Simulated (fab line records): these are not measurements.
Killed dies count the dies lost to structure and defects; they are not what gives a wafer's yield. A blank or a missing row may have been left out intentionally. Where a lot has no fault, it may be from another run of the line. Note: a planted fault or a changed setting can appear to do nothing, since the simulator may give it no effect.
Code-filled problem report in 8D (eight disciplines) form -- flow n5 finfet -- the parts of the form that need people (team, actions taken, sign-off) are left out

## 1. WHAT IS WRONG
REXT_P at N5_BEOL_M4_RC_MEAS_101 reads a mean of 291.3 ohm.um on 6 wafers of 2 lots; wafers without a fault read 100.4 ohm.um with a standard deviation of 2.1. That puts it +91 standard deviations away from the usual mean.
Seen first at day 11 04:51 on prober-01, wafer L726.2. At this step, 27 wafers from 9 lots have a number in the record. The rule behind "out" and "out of limits": a value lying over 4 standard deviations away from the usual mean. All remaining wafers that have a number are taken as sound.

## 2. WHAT IT IS, WHAT IT ISN'T
question,is,is not
which readings at this step,"REXT_P, CJ_P, DIBL_P, IOFF_P, IOFF_P_85C, IOFF_P_LIN, ION_P, VT_P, VT_P_LVT","DIBL_N, IOFF_N, ION_N, SS_N, VT_N"
which lots,"L726, L727","L715, L720, L728, L729, L731, L733, L735"
which wafers of those lots,all that have a number,-
read on which gauges,"prober-01, prober-02",-
when,from day 11 04:51,"up to then (6 sound wafers); but 15 sound wafers of L728, L729, L731, L733, L735 came after"

## 3. SUSPECTS, AND WHAT RULES EACH OUT
Counting: a tool stays on the suspect list if, at a process step up to the reading, it processed all lots that are out and no sound lot following the first of them.
- ruled out: the gauge at N5_BEOL_M4_RC_MEAS_101. 2 gauges (prober-01, prober-02) read the wafers that are out.
- epi rpcvd-03 at N5_SD_EPI_P_VAPOR_ETCH_44 (etches SiGe30 in NF3/Ar, time 3.3 s): ruled out as a lasting fault. Sound lots L729, L731, L733, L735 ran on it after its first lot that is out, L726 (day 6 19:47).
Left after counting: nothing in the record.

## 4. THE CAUSE (what the simulator had put in)
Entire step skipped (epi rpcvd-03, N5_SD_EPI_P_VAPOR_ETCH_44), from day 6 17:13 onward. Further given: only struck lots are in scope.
Counting ruled it out, wrongly: the rule takes a fault to strike every lot that its tool runs from its start on, and this one did not.

## 5. THE EFFECT CHAIN, in route order
Rows list readings where the struck wafers' mean (over those with a number) sits beyond 3 standard deviations from the usual. Scope: only readings with a usual standard deviation given in the record; hours: median across lots of the time from each lot's start at the first step in this table that gives one to its start at this step; sigmas: change in usual standard deviations.
hours,step,reading,usual,on struck wafers,change,sigmas
0,N5_BEOL_M4_RC_MEAS_101,CJ_P,5.81,4.50,-1.30,-8.2
0,N5_BEOL_M4_RC_MEAS_101,DIBL_P,35.6 mV/V,23.8,-11.8,-5.9
0,N5_BEOL_M4_RC_MEAS_101,IOFF_P,0.20 nA/um,0.03,-0.17,-5.0
0,N5_BEOL_M4_RC_MEAS_101,IOFF_P_85C,3.5 nA/um,0.8,-2.7,-5.6
0,N5_BEOL_M4_RC_MEAS_101,IOFF_P_LIN,0.096 nA/um,0.022,-0.074,-5.3
0,N5_BEOL_M4_RC_MEAS_101,ION_P,462 uA/um,297,-165,-19
0,N5_BEOL_M4_RC_MEAS_101,REXT_P,100.4 ohm.um,291.3,+190.9,+91
0,N5_BEOL_M4_RC_MEAS_101,VT_P,-251 mV,-288,-38,-9.9
0,N5_BEOL_M4_RC_MEAS_101,VT_P_LVT,-100 mV,-137,-37,-11
99,N5_PASSIVATION_PROBE_49,sort_bin_8_speed,0.1 %,91.5,+91.4,+99 or more
99,N5_PASSIVATION_PROBE_49,sort n pass,1077,0,-1077,-57
99,N5_PASSIVATION_PROBE_49,sort yield pct,91.3 %,0.0,-91.3,-57
The process steps in it:
- N5_PASSIVATION_PROBE_49
Readings that are blank on the struck wafers while sound wafers have them: susceptor temp C at N5_SD_EPI_P_VAPOR_ETCH_44.

## 6. WHAT WOULD HAVE CAUGHT IT SOONER
Counted from the fault's start at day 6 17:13, it took 108 hours until the first out-of-limits reading at a measuring or inspecting step in this record, taken at day 11 04:51.
At N5_SD_EPI_P_VAPOR_ETCH_44 the tool's readings are blank on the struck wafers, where sound wafers have them: an empty tool record is the first sign, and it was there at once.
